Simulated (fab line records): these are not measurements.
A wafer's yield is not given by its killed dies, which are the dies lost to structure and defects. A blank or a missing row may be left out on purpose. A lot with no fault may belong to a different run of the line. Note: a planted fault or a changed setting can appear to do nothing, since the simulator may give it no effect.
Matching of chambers / flow n5_finfet / N5_FIN_SAQP_HM_OPEN_73 on rie_diel-03: 4 sister chambers
The step chemistry CHF3/O2, target SiO2, stops on a-Si, target depth 12 nm, time 16.8 s. 4 wafers are shown with their chamber, then 7 later ones without.

== WAFERS WITH THEIR CHAMBER ==
wafer=L085.2; chamber=1; drypump_motor_current_A (A)=5.79
wafer=L085.6; chamber=3; drypump_motor_current_A (A)=5.14
wafer=L088.1; chamber=2; drypump_motor_current_A (A)=6.28
wafer=L088.4; chamber=0; drypump_motor_current_A (A)=5.30

== WAFERS WITH NO CHAMBER GIVEN ==
wafer=L088.5; drypump_motor_current_A (A)=5.31
wafer=L093.2; drypump_motor_current_A (A)=5.77
wafer=L093.4; drypump_motor_current_A (A)=6.28
wafer=L093.6; drypump_motor_current_A (A)=5.78
wafer=L094.4; drypump_motor_current_A (A)=5.79
wafer=L094.5; drypump_motor_current_A (A)=5.14
wafer=L094.6; drypump_motor_current_A (A)=6.31

== EACH ONE'S CHAMBER ==
wafer=L088.5; from the rows above=0; in truth=0
wafer=L093.2; from the rows above=1; in truth=1
wafer=L093.4; from the rows above=2; in truth=2
wafer=L093.6; from the rows above=1; in truth=1
wafer=L094.4; from the rows above=1; in truth=1
wafer=L094.5; from the rows above=3; in truth=3
wafer=L094.6; from the rows above=2; in truth=2
7 of 7 placed correctly. From these rows, 0 cannot be placed. Wrongly placed: 0.
How it was worked out, from the rows above alone: a wafer's distance from a chamber is the root of the sum, over the readings, of the square of ((its reading less the chamber's mean) divided by the reading's scatter). If the next closest chamber is less than 2 further off than the closest, the wafer can't be placed; otherwise it belongs to the closest. Each chamber's mean is taken over the wafers shown for it. The scatter: root of mean squared gap, hidden wafer to nearest shown wafer, with one shown wafer a chamber.
